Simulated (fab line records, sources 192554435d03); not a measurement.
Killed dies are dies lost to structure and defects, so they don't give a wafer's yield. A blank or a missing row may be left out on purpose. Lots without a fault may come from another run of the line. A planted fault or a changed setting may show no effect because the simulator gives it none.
Chamber matching | flow n5_finfet | N5_BEOL_M2_ALD_84 on ald_metal-01: 4 sister chambers
The step deposits TaN, pulse time 2 s, purge time 3 s, co reactant purge time 2 s. 22 wafers are shown with their chamber, then 11 later ones without.

WAFERS WITH THEIR CHAMBER
wafer  | chamber | heater_power_w (W)
L078.2 | 3       | 384
L078.4 | 1       | 431
L078.6 | 1       | 439
L080.2 | 2       | 448
L080.5 | 3       | 395
L080.6 | 2       | 447
L083.2 | 3       | 383
L083.3 | 1       | 454
L083.6 | 2       | 453
L084.1 | 1       | 433
L084.5 | 0       | 467
L084.6 | 3       | 392
L086.2 | 1       | 430
L086.3 | 0       | 467
L086.5 | 2       | 455
L087.3 | 3       | 391
L087.5 | 2       | 434
L087.6 | 1       | 438
L088.1 | 0       | 456
L088.2 | 1       | 436
L088.3 | 3       | 386
L091.1 | 3       | 390

SIGNATURES (means of the wafers above)
reading        | chamber 0 | chamber 1 | chamber 2 | chamber 3 | scatter within a chamber
heater_power_w | 463.33    | 437.29    | 447.40    | 388.71    | 6.93
Rule: a wafer's distance from a chamber is the root of the sum, over the readings, of the square of ((its reading less the chamber's mean) divided by the reading's scatter). The wafer belongs to the nearest chamber; if the next one is less than 2 further off, it can't be placed. The scatter: the root of (the sum of the squares of (reading less its chamber's mean) over the shown wafers, divided by (wafers less chambers)).

WAFERS WITHOUT THEIR CHAMBER
wafer  | heater_power_w (W)
L091.3 | 423
L091.4 | 453
L090.2 | 458
L090.3 | 383
L090.6 | 401
L092.1 | 453
L092.3 | 388
L092.6 | 453
L094.2 | 442
L094.3 | 396
L094.6 | 440

WHICH CHAMBER EACH WENT THROUGH
wafer  | from the rows above          | in truth
L091.3 | can't be placed: 1 or 2      | 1
L091.4 | can't be placed: 2 or 0 or 1 | 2
L090.2 | can't be placed: 0 or 2      | 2
L090.3 | 3                            | 3
L090.6 | 3                            | 3
L092.1 | can't be placed: 2 or 0 or 1 | 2
L092.3 | 3                            | 3
L092.6 | can't be placed: 2 or 0 or 1 | 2
L094.2 | can't be placed: 1 or 2      | 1
L094.3 | 3                            | 3
L094.6 | can't be placed: 1 or 2      | 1
Placed correctly: 4 of 11. Can't be placed from these rows: 7 (the true chamber is among the candidates in 7). Placed wrongly: 0.
